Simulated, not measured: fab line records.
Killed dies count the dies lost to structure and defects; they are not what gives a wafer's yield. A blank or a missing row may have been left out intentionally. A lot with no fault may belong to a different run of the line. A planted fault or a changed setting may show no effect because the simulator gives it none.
fab line records ; flow n5-finfet
record: lots: 4; wafers: 12; last-day: 15
route steps=1938 shown WELL_APT@22 PMOS_HMC_CHANNEL_EPI@57 BEOL_M4@1111 PASSIVATION@1936
lots untouched by any fault: they come from a run of this same line in which no faults occurred
start-h: the number of hours between the record's first day and the start of the first shown wafer of the lot ; wait-h: time in hours since the lot's previous step ; " identical to the entry in the row above ; L1.1+2: a row that stands for several wafers ; - no value present, or no start provided ; * or withheld: withheld ; < > ~ a bound
route shown NAME@n: names a module that has steps shown in the file, with the first one's number in the route ; usual: mean/standard deviation taken from wafers without a fault ; same: alike in all rows ; chamber/n: place in a boat ; sites: each site's reading ; _std_site: how widely they spread, as a standard deviation ; _edge_site: outer sites' mean less inner sites' ; radius-mm: how far each site lies from the wafer's centre ; mask NAME#n: copy n ; behind: the last tool/chamber to shape the wafer ; hold: reason for holding the lot/hours on hold/outcome of the hold ; device: transistor that didn't switch, given as n, p or np ; end of line: the tests these same wafers got at the end of their route ; for a step that has no rows: nothing shown but its recipe ; killed: not the wafer's yield, but the dies lost to structure and defects at the first sort ; map: per-die view of a wafer (x killed, . not killed, _ where there is no die)
set.NAME: the setting the step ran with; set.NAME@STEP: the setting that earlier step ran with ; model.NAME: the simulator's own value behind a step, which no gauge read
lots seen at some steps along the route; tables by step, rows by wafer
== steps ==
step: N5_WELL_APT_EBR_04
recipe: solvent: PGMEA; ebr-width-mm: 1.5
step: N5_WELL_APT_SOFTBAKE_03
recipe: temp-c: 130; time-s: 60
step: N5_WELL_APT_EXPOSE_05
recipe: mask-id: NWELL; na: 0.8; source-shape: conventional; sigma-outer: 0.8; polarization: unpolarized; defocus-nm: 0; target-cd-nm: 200; dose-mj: 20.3
step: N5_WELL_APT_PEB_06
recipe: peb-temp-c: 130; peb-time-s: 90
step: N5_WELL_APT_DEVELOP_07
recipe: develop-time-s: 45; rinse-liquid: surfactant-rinse; dry: air-spin; dev-temp-c: 21
step: N5_WELL_APT_HARDBAKE_12
recipe: temp-c: 130; time-s: 120
step: N5_WELL_APT_DESCUM_13
recipe: chemistry: O2; time-s: 7.9; source-power-w: 50; bias-power-w: 20; pressure-mtorr: 20; rf-frequency-hz: 2.712e+07; temp-c: 40; o2-flow-sccm: 225
step: N5_WELL_APT_IMPLANT_14
recipe: species: P; energy-kev: 160; dose-cm2: 1.5e+13; tilt-deg: 0; rotation-deg: 0
step: N5_WELL_APT_IMPLANT_15
recipe: species: As; energy-kev: 25; dose-cm2: 1.5e+13; tilt-deg: 0; rotation-deg: 0
step: N5_WELL_APT_STRIP_16
recipe: chemistry: SPM; time-s: 900; temp-c: 130; h2so4-h2o2-vol-ratio: 4; dry: ipa-marangoni
usual: bath-guard-temp-C: 130.0/0.5; bath-heat-duty-pct: 15.0/2.3; time-s: 900/0
lot.wafer;tool;chamber;start-h;wait-h;bath-guard-temp-C;bath-heat-duty-pct;time-s;model.coat_of_WELL_APT_COAT_02.thk-nm
L914.3;wet-bench-02;4;26.17;0.1;-;-;-;931.3
L914.5;wet-bench-02;0;26.17;0.1;-;-;-;933.3
L914.6;wet-bench-02;7;26.17;0.1;-;-;-;933.8
L915.2;wet-bench-02;3;32.28;0.1;-;-;-;934.5
L915.3;wet-bench-02;4;32.28;0.1;-;-;-;936
L915.5;wet-bench-02;5;32.28;0.1;-;-;-;935.6
L917.3;wet-bench-03;7;44.41;0.1;129.8;14.1;900;0
L917.4;wet-bench-03;6;44.41;0.1;129.4;13.1;900;0
L917.5;wet-bench-03;2;44.41;0.1;130.3;12.6;900;0
L924.4;wet-bench-02;1;86.38;0.1;129.9;15.7;900;0
L924.5;wet-bench-02;6;86.38;0.1;129.9;12.8;900;0
L924.6;wet-bench-02;2;86.38;0.1;130.7;14.0;900;0
step: N5_WELL_APT_HMDS_18
recipe: time-s: 60; temp-c: 120
step: N5_WELL_APT_COAT_19
recipe: spin-rpm: 1357; resist-thk-nm: 950
step: N5_WELL_APT_EBR_21
recipe: solvent: PGMEA; ebr-width-mm: 1.5
step: N5_WELL_APT_SOFTBAKE_20
recipe: temp-c: 130; time-s: 60
step: N5_WELL_APT_EXPOSE_22
recipe: mask-id: PWELL; na: 0.8; source-shape: conventional; sigma-outer: 0.8; polarization: unpolarized; defocus-nm: 0; target-cd-nm: 200; dose-mj: 23.2
step: N5_WELL_APT_PEB_23
recipe: peb-temp-c: 130; peb-time-s: 90
step: N5_WELL_APT_DEVELOP_24
recipe: develop-time-s: 45; rinse-liquid: surfactant-rinse; dry: air-spin; dev-temp-c: 21
step: N5_WELL_APT_HARDBAKE_29
recipe: temp-c: 130; time-s: 120
step: N5_WELL_APT_DESCUM_30
recipe: chemistry: O2; time-s: 7.9; source-power-w: 50; bias-power-w: 20; pressure-mtorr: 20; rf-frequency-hz: 2.712e+07; temp-c: 40; o2-flow-sccm: 225
step: N5_WELL_APT_IMPLANT_31
recipe: species: B; energy-kev: 60; dose-cm2: 1.5e+13; tilt-deg: 0; rotation-deg: 0
step: N5_WELL_APT_IMPLANT_32
recipe: species: BF2; energy-kev: 50; dose-cm2: 2e+13; tilt-deg: 0; rotation-deg: 0
step: N5_WELL_APT_STRIP_33
recipe: chemistry: SPM; time-s: 900; temp-c: 130; h2so4-h2o2-vol-ratio: 4; dry: ipa-marangoni
step: N5_WELL_APT_RTA_34
recipe: temp-c: 1000; time-s: 10; ambient: N2; idle-temp-c: 600; ramp-up-c-per-s: 150; ramp-down-c-per-s: 60; cool-to-c: 600
step: N5_WELL_APT_OXIDE_STRIP_42
recipe: chemistry: dHF; dilution: 25:1; time-s: 45; temp-c: 25; target: SiO2; target-depth-a: 120
step: N5_WELL_APT_PRECLEAN_36
recipe: chemistry: O3/DIW; time-s: 45; temp-c: 22; o3-ppm: 10
step: N5_WELL_APT_PRECLEAN_39
recipe: chemistry: dHF; time-s: 60; dilution: 150:1; temp-c: 25
step: N5_WELL_APT_SRD_37
recipe: dry: ipa-marangoni; do-ppb: 5; time-s: 30; temp-c: 23; rinse-liquid: diw
step: N5_WELL_APT_EPI_41
recipe: material: Si; target-thk-a: 500; temp-c: 650; precursor: SiH4/H2; pressure-torr: 20; time-s: 297.7
step: N5_PMOS_HMC_CHANNEL_EPI_HM_DEP_34
recipe: material: SiO2; target-thk-a: 360; temp-c: 400; precursor: TEOS/O2; pressure-torr: 6.5; rf-w: 900; teos-flow-sccm: 161.4; gas: O2; flow-sccm: 2650; time-s: 6.9
step: N5_PMOS_HMC_CHANNEL_EPI_COAT_31
recipe: resist: BARC; temp-c: 205; time-s: 60; spin-rpm: 1500; resist-thk-nm: 66
step: N5_PMOS_HMC_CHANNEL_EPI_COAT_03
recipe: resist: CAR-ArF-block; spin-rpm: 1500; resist-thk-nm: 205
step: N5_PMOS_HMC_CHANNEL_EPI_EBR_05
recipe: solvent: PGMEA; ebr-width-mm: 1.5
step: N5_PMOS_HMC_CHANNEL_EPI_SOFTBAKE_04
recipe: temp-c: 110; time-s: 60; resist: CAR-ArF-block
step: N5_PMOS_HMC_CHANNEL_EPI_EXPOSE_06
recipe: mask-id: PMOS_HMC_BLK; na: 1.35; source-shape: conventional; sigma-outer: 0.8; polarization: unpolarized; target-cd-nm: 240; dose-mj: 41
step: N5_PMOS_HMC_CHANNEL_EPI_PEB_07
recipe: peb-temp-c: 110; peb-time-s: 60; resist: CAR-ArF-block
step: N5_BEOL_M4_RC_MEAS_101
usual: CJ_N: 4.38/0.091; DIBL_N: 35.8/1.8; DIBL_P: 35.9/2.2; IOFF_N: 0.16/0.035; IOFF_N_85C: 3.0/0.56; IOFF_N_LIN: 0.072/0.013; IOFF_N_LONG: 5.53e-05/2.2e-06; IOFF_P: 0.21/0.04; ION_N: 672/11; ION_P: 461/7.4; RS_PWELL: 3018/21; SS_N: 71.4/0.64; SS_P: 73.2/0.67; VT_N: 250/3.5; VT_N_LVT: 99/3.5; VT_P: -251/3.4
lot.wafer;tool;chamber;start-h;wait-h;CJ_N;DIBL_N[mV/V];DIBL_P[mV/V];IOFF_N[nA/um];IOFF_N_85C[nA/um];IOFF_N_LIN[nA/um];IOFF_N_LONG[nA/um];IOFF_P[nA/um];ION_N[uA/um];ION_P[uA/um];RS_PWELL[ohm/sq];SS_N[mV/dec];SS_P[mV/dec];VT_N[mV];VT_N_LVT[mV];VT_P[mV]
L914.3;prober-02;0;166.08;0.5;0.09;90.9;34.0;16.48;151.6;0.934;0.0001027;0.18;694;454;-;139.0;72.9;240;89;-252
L914.5;prober-02;0;166.08;0.5;0.09;92.6;36.9;22.20;192.8;1.182;0.0001017;0.23;710;465;-;137.0;73.5;236;84;-249
L914.6;prober-02;0;166.08;0.5;0.09;85.6;32.3;13.79;129.0;0.831;0.000103;0.16;707;460;-;136.4;72.9;239;88;-256
L915.2;prober-02;0;183.59;0.2;0.09;115.6;29.9;27.92;231.6;1.302;0.0001058;0.15;685;449;-;152.9;72.2;239;86;-255
L915.3;prober-02;0;183.59;0.2;0.09;130.3;36.2;59.10;434.7;2.344;0.0001063;0.24;719;465;-;159.2;73.2;231;78;-249
L915.5;prober-02;0;183.59;0.2;0.09;128.7;36.3;56.83;425.6;2.287;0.0001062;0.23;714;466;-;158.8;72.9;230;79;-247
L917.3;prober-01;0;200.82;0.3;4.49;33.9;34.2;0.12;2.5;0.060;5.37e-05;0.18;660;460;3015;71.9;73.0;252;102;-252
L917.4;prober-01;0;200.82;0.3;4.45;36.0;35.9;0.15;2.9;0.068;5.31e-05;0.20;662;455;3004;72.1;73.7;253;101;-251
L917.5;prober-01;0;200.82;0.3;4.56;33.7;33.1;0.12;2.4;0.055;5.23e-05;0.16;644;446;3004;71.0;72.1;255;104;-252
L924.4;prober-02;0;251.51;0.5;4.39;35.0;34.2;0.12;2.5;0.060;5.32e-05;0.18;650;452;3009;70.9;73.1;256;103;-254
L924.5;prober-02;0;251.51;0.5;4.46;33.5;32.6;0.11;2.3;0.057;5.4e-05;0.16;661;454;3015;70.9;72.0;252;102;-254
L924.6;prober-02;0;251.51;0.5;4.35;36.3;36.6;0.15;3.0;0.073;5.27e-05;0.22;666;458;2993;70.8;73.9;252;99;-249
step: N5_PASSIVATION_PROBE_49
usual: defect-limited-yield: 91.0/1.5; killed_at_M0_to_M3: 34/9.1; killed_at_M4_up: 14/5.7; killed-at-contacts: 13/5.7; killed-at-front-end: 42/12; killed-at-other: 4/3.4; killed-dies: 106/17; killed-open: 70/13; killed-short: 34/7.5; sort_bin_4_leakage: 0.00/0.014; sort_bin_5_function: 5.2/0.94; sort_bin_6_memory: 3.4/0.69; sort-n-pass: 1074/17; sort-yield-pct: 91.0/1.5
same: gross-dies: 1180; killed-at-back-side: 0; sort_bin_8_speed[%]: 0
lot.wafer;tool;chamber;start-h;wait-h;defect-limited-yield[%];killed_at_M0_to_M3;killed_at_M4_up;killed-at-contacts;killed-at-front-end;killed-at-other;killed-dies;killed-open;killed-short;sort_bin_4_leakage[%];sort_bin_5_function[%];sort_bin_6_memory[%];sort-n-pass;sort-yield-pct[%]
L914.3;prober-02;-;270.20;0.1;92.2;33;11;9;39;0;92;63;28;92.20;4.4;3.0;0;0
L914.5;prober-02;-;270.30;0.2;91.3;39;12;17;33;2;103;63;40;91.27;4.9;3.2;0;0
L914.6;prober-02;-;270.35;0.3;93.4;29;12;3;33;1;78;45;33;93.39;4.1;2.5;0;0
L915.2;prober-01;-;294.15;0.1;90.4;38;5;19;48;3;113;73;40;90.42;5.3;4.0;0;0
L915.3;prober-01;-;294.20;0.1;90.8;38;17;13;32;9;109;76;32;90.76;4.9;4.2;0;0
L915.5;prober-01;-;294.30;0.2;89.1;26;18;34;48;3;129;99;30;89.07;6.4;4.2;0;0
L917.3;prober-01;-;299.60;0.1;89.7;36;9;20;47;10;122;84;34;0;6.3;3.6;1058;89.7
L917.4;prober-01;-;299.65;0.2;89.6;43;16;16;44;4;123;84;38;0;5.8;4.2;1057;89.6
L917.5;prober-01;-;299.70;0.2;91.5;32;10;14;40;4;100;59;33;0;5.0;2.6;1080;91.5
L924.4;prober-01;-;351.71;0.2;90.5;32;16;16;47;1;112;77;34;0;5.3;3.9;1068;90.5
L924.5;prober-01;-;351.76;0.2;92.9;20;15;10;38;1;84;57;26;0;4.1;2.8;1096;92.9
L924.6;prober-01;-;351.81;0.3;91.9;31;15;11;37;2;96;69;26;0;4.8;3.3;1084;91.9
killed by level:class
L914.3 FIN_SAQP:geometric-particle:open=13 BEOL_M0_SAQP:geometric-particle:open=9 FIN_SAQP:geometric-particle:short=8 BEOL_M1:geometric-particle:open=8 BEOL_M3:geometric-particle:open=8 MOL_CONTACT_COAG:geometric-particle:open=7 BEOL_M0_SAQP:geometric-particle:short=4 BEOL_M4:geometric-particle:short=4
L914.5 MOL_CONTACT_COAG:geometric-particle:open=15 BEOL_M0_SAQP:geometric-particle:short=13 BEOL_M0_SAQP:geometric-particle:open=10 FIN_SAQP:geometric-particle:short=7 STI_FIN_REVEAL:geometric-particle:open=5 BEOL_M1:geometric-particle:open=5 BEOL_M4:geometric-particle:open=4 STARTING-WAFER:geometric-particle:short=4
L914.6 FIN_SAQP:geometric-particle:short=14 BEOL_M1:geometric-particle:open=10 BEOL_M0_SAQP:geometric-particle:short=7 BEOL_M4:geometric-particle:open=6 STI_FIN_REVEAL:geometric-particle:open=4 DUMMY_GATE:geometric-particle:open=4 GATE_CUT:geometric-particle:short=4 BEOL_M2:geometric-particle:open=4
L915.2 MOL_CONTACT_COAG:geometric-particle:open=14 BEOL_M2:geometric-particle:open=13 FIN_SAQP:geometric-particle:open=8 DUMMY_GATE:geometric-particle:open=8 FIN_SAQP:geometric-particle:short=7 STI_FIN_REVEAL:geometric-particle:open=7 BEOL_M0:geometric-particle:open=7 STI_FIN_REVEAL:geometric-particle:short=6
L915.3 MOL_CONTACT_COAG:geometric-particle:open=12 BEOL_M4:geometric-particle:open=9 BEOL_M0_SAQP:geometric-particle:short=8 BEOL_M3:geometric-particle:open=8 DUMMY_GATE:geometric-particle:open=7 BEOL_M0_SAQP:geometric-particle:open=6 BEOL_M2:geometric-particle:open=6 FIN_SAQP:geometric-particle:open=5
L915.5 MOL_CONTACT_COAG:geometric-particle:open=28 STI_FIN_REVEAL:geometric-particle:open=18 FIN_SAQP:geometric-particle:open=11 BEOL_M4:geometric-particle:open=9 FIN_SAQP:geometric-particle:short=8 BEOL_M2:geometric-particle:open=7 MOL_CONTACT_COAG:geometric-particle:short=6 BEOL_M0_SAQP:geometric-particle:open=5
L917.3 MOL_CONTACT_COAG:geometric-particle:open=15 STI_FIN_REVEAL:geometric-particle:open=12 BEOL_M1:geometric-particle:open=8 BEOL_M3:geometric-particle:open=8 FIN_SAQP:geometric-particle:short=7 FIN_SAQP:geometric-particle:open=5 MOL_CONTACT_COAG:geometric-particle:short=5 BEOL_M0:geometric-particle:open=5
L917.4 MOL_CONTACT_COAG:geometric-particle:open=15 FIN_SAQP:geometric-particle:short=12 BEOL_M1:geometric-particle:open=11 BEOL_M3:geometric-particle:open=10 FIN_SAQP:geometric-particle:open=9 BEOL_M0_SAQP:geometric-particle:open=8 DUMMY_GATE:geometric-particle:open=5 BEOL_M0_SAQP:geometric-particle:short=5
L917.5 MOL_CONTACT_COAG:geometric-particle:open=11 BEOL_M0_SAQP:geometric-particle:short=8 HKMG_FIN:area-etch=7 FIN_SAQP:geometric-particle:open=6 STI_FIN_REVEAL:geometric-particle:open=6 BEOL_M0_SAQP:geometric-particle:open=6 FIN_SAQP:geometric-particle:short=5 GATE_CUT:geometric-particle:open=5
L924.4 MOL_CONTACT_COAG:geometric-particle:open=14 BEOL_M0_SAQP:geometric-particle:open=12 STI_FIN_REVEAL:geometric-particle:open=11 FIN_SAQP:geometric-particle:open=7 BEOL_M0_SAQP:geometric-particle:short=7 FIN_SAQP:geometric-particle:short=6 GATE_CUT:geometric-particle:short=5 GATE_CUT:geometric-particle:open=5
L924.5 STI_FIN_REVEAL:geometric-particle:open=9 GATE_CUT:geometric-particle:short=9 MOL_CONTACT_COAG:geometric-particle:open=9 BEOL_M3:geometric-particle:open=7 BEOL_M4:geometric-particle:open=6 BEOL_M2:geometric-particle:open=5 FIN_SAQP:geometric-particle:short=4 DUMMY_GATE:geometric-particle:open=4
L924.6 MOL_CONTACT_COAG:geometric-particle:open=9 STI_FIN_REVEAL:geometric-particle:open=8 GATE_CUT:geometric-particle:short=7 BEOL_M0_SAQP:geometric-particle:short=7 BEOL_M0_SAQP:geometric-particle:open=7 GATE_CUT:geometric-particle:open=6 BEOL_M2:geometric-particle:open=5 BEOL_M3:geometric-particle:open=5
map L914.5 (x killed, . not)
_________________..x.......x.________________
______________...x.x............_____________
___________..................x.....__________
__________.x...............x........_________
________.............................._______
_______............x...................______
______....x......x....x......x........x._____
_____.........x..........................____
____................x..xx...........x...x.___
___..x.....................................__
___............x.......x.............x.....__
__..........................x..............._
__.....xx..........x...........x....x.x....._
_.........x...x................x...xx........
_...............x.....x..x..x......x.........
_x...x..............x................xx......
_x....x..............x...x..........x........
_....x.x...xx......x..x.................x....
_...................................x.x......
_...........................x................
_.x.......x.x..............................x.
__.........................................._
__.x......x....x......x..................x.._
___.........x..........x...............x...__
___.x........x.x........x..................__
____...........x.............x............___
_____.......xx.......x....xx...x......x..____
______.x................x.......x.x....._____
_______.....x...........x..............______
________....x...x..............x......_______
__________..............xx.........._________
___________....xx.x............x.x.__________
______________......x..........._____________
_________________....x.......________________
map L915.5 (x killed, . not)
_________________x..x.......x________________
______________................x._____________
___________.xx..........x...x......__________
__________.................x.....x.._________
________.....x...x...................._______
_______.x.......xx...x....x............______
______.........................x.x......_____
_____x....x.......x......................____
____.....x.......x...x......x....x......x.___
___...................x...x..x..x......x...__
___...........x..x.......x.....x.x.........__
__.x.......x...........x.x..x..............._
__........x.......x......x.............x...._
_...x..................x...x..x..............
_...x............x.........x.....x.....x....x
_..........xx....................x...........
_.....x....x.................x......x..x.....
_....x..x...x........x........x...x..........
_...............x.....xx.x..................x
_....x..........x..x......xx.....x..........x
_...................x..x.....x.x.............
__....x............x...x..............x...x._
__............x.......x...................x._
___.........x.x.......................x....__
___.................xx......x..............__
____.......x.xxx...x......................___
_____......xx......x...x.........x.......____
______..x...............xx.....x...x.x.._____
_______.x..............................______
________...x..xx......x........x...x.._______
__________.........................._________
___________..x..x...x...x...x......__________
______________.................._____________
_________________............________________
== key ==
first-sign: step: N5_WELL_APT_STRIP_16; reading: tool-record; direction: missing
effect: step: N5_BEOL_M4_RC_MEAS_101; reading: IOFF_N; direction: up; sigmas: 99+; usual: 0.16; struck: 32.72
effect: step: N5_BEOL_M4_RC_MEAS_101; reading: IOFF_N_85C; direction: up; sigmas: 99+; usual: 3.0; struck: 260.9
effect: step: N5_BEOL_M4_RC_MEAS_101; reading: SS_N; direction: up; sigmas: 99+; usual: 71.4; struck: 147.2
effect: step: N5_BEOL_M4_RC_MEAS_101; reading: IOFF_N_LIN; direction: up; sigmas: 99+; usual: 0.072; struck: 1.480
effect: step: N5_BEOL_M4_RC_MEAS_101; reading: CJ_N; direction: down; sigmas: 47; usual: 4.38; struck: 0.09
effect: step: N5_BEOL_M4_RC_MEAS_101; reading: DIBL_N; direction: up; sigmas: 40; usual: 35.8; struck: 107.3
effect: step: N5_BEOL_M4_RC_MEAS_101; reading: IOFF_N_LONG; direction: up; sigmas: 23; usual: 5.53e-05; struck: 0.0001043
effect: step: N5_BEOL_M4_RC_MEAS_101; reading: VT_N_LVT; direction: down; sigmas: 4.3; usual: 99; struck: 84
effect: step: N5_BEOL_M4_RC_MEAS_101; reading: VT_N; direction: down; sigmas: 4.1; usual: 250; struck: 236
effect: step: N5_BEOL_M4_RC_MEAS_101; reading: ION_N; direction: up; sigmas: 2.9; usual: 672; struck: 705
effect: step: N5_BEOL_M4_RC_MEAS_101; reading: RS_PWELL; direction: missing
effect: step: N5_PASSIVATION_PROBE_49; reading: sort_bin_4_leakage; direction: up; sigmas: 99+; usual: 0.00; struck: 91.19
model-effect: step: N5_WELL_APT_STRIP_16; value: coat_of_WELL_APT_COAT_02.thk-nm; without: 0; struck: 934.1
met-at N5_WELL_APT_STRIP_16
struck-wafers L914.3,L914.5,L914.6,L915.2,L915.3,L915.5
fault: kind: skipped-step-whole; tool: wet-bench-02; chamber: -; onset-h: 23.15; steps: N5_WELL_APT_STRIP_16; scope: struck-lots-only
